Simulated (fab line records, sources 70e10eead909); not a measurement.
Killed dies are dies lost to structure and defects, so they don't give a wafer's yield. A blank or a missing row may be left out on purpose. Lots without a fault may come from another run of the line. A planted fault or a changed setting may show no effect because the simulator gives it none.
A struck lot beside a sound one | flow nand_harc | 13 steps out of a route of 1302
Sound: wafers L445.2, L445.3, L445.5. Struck: wafers L454.3, L454.4, L454.5. The cause comes at the end.
At each step with rows: each side's tool, then ch and its chambers, then its first start. Under that, the readings that differ: sound wafers | struck wafers | difference of the means | sigmas: that difference in standard deviations of wafers without a fault.
alike: readings whose means differ by less than 2 such deviations, and words and numbers that are the same on both sides. not compared: withheld readings, readings that some wafer has no value for, bounds like >300 that may hide the same value, and numbers for which the record gives no deviation and whose values overlap.
The two part at a step that has a row with sigmas, a row that says differs or no value, or rows on one side only. Numbers that don't overlap but have no deviation are shown without sigmas and don't part them. A reading that every wafer of one side lacks parts them only if that side has two wafers or more.

first, 1 step without rows for these wafers: NHARC_A_WL_FILL_ANNEAL_08 (time 1800 s).
NHARC_A_WL_FILL_ALD_10: deposits SiO2, target thk 50 nm, pulse time 10 s, ald cycles 500.
  sound on ald_hk-04 ch 0,1,2, day 21 10:13; struck on ald_hk-02 ch 0,2,3, day 25 04:50
  alike: heater_power_outer_w, heater_power_w, precursor_pulse_height_rel
NHARC_A_WL_FILL_ETCHBACK_16: etches the open film in C4F8/O2/Ar, target depth 120 nm, time 24 s.
  sound on rie_diel-05 ch 0,1,3; struck on rie_diel-02 ch 0,1,3
  alike: oes_product_au, rf_vpp_V
  not compared: rf_hours_counter_h
NHARC_A_WL_FILL_STRIP_29: strips in O2, time 20 s.
  sound on rie_diel-05 ch 0,3, day 21 14:57; struck on rie_diel-02 ch 0,3, day 25 09:05
  alike: drypump_motor_current_A, oes_product_au, rf_vpp_V, showerhead_plenum_p_Torr, throttle_valve_pct
  not compared: rf_hours_counter_h
then, 4 steps without rows for these wafers: NHARC_A_WL_FILL_ETCHBACK_17 (etches the open film in Cl2/BCl3, target depth 4 nm, time 26.7 s); NHARC_A_WL_FILL_PRECLEAN_18 (cleans in dHF, time 30 s); NHARC_A_WL_FILL_SRD_21; NHARC_A_WL_FILL_CVD_23 (deposits poly-Si, target thk 40 nm, time 800 s).
NHARC_A_WL_FILL_ETCHBACK_26: etches the open film in HBr, target depth 52 nm, time 13.3 s.
  sound on rie_si-06 ch 2,3, day 21 20:18; struck on rie_si-02 ch 2,3, day 25 14:19
  alike: drypump_motor_current_A, oes_product_au, throttle_valve_pct
  not compared: rf_hours_counter_h
then, 2 steps without rows for these wafers: NHARC_A_WL_FILL_PRECLEAN_30 (cleans in dHF, time 10 s); NHARC_A_WL_FILL_SRD_14.
NHARC_A_WL_FILL_ALD_19: deposits TiN, target thk 2 nm, pulse time 3 s, ald cycles 100.
  sound on ald_metal-04 ch 0,1,3, day 21 20:37; struck on ald_metal-03 ch 2,3, day 25 14:35
  no value came back on the struck wafers for any of 5 readings (ald_cycles, heater_power_outer_w (W) and others); on the sound wafers ald_cycles reads 100 100 100
NHARC_A_WL_FILL_CVD_20: deposits W, target thk 100 nm, time 74 s.
  sound on cvd_w-02 ch 0,1; struck on cvd_w-02 ch 0,1
  alike: heater_power_w, mfc_wf6_sccm, throttle_valve_pct

WHERE THEY PART
Only at NHARC_A_WL_FILL_ALD_19, within this record. Later steps at which nothing parts them and some readings are alike: NHARC_A_WL_FILL_CVD_20.

WHY: what the simulator had put in
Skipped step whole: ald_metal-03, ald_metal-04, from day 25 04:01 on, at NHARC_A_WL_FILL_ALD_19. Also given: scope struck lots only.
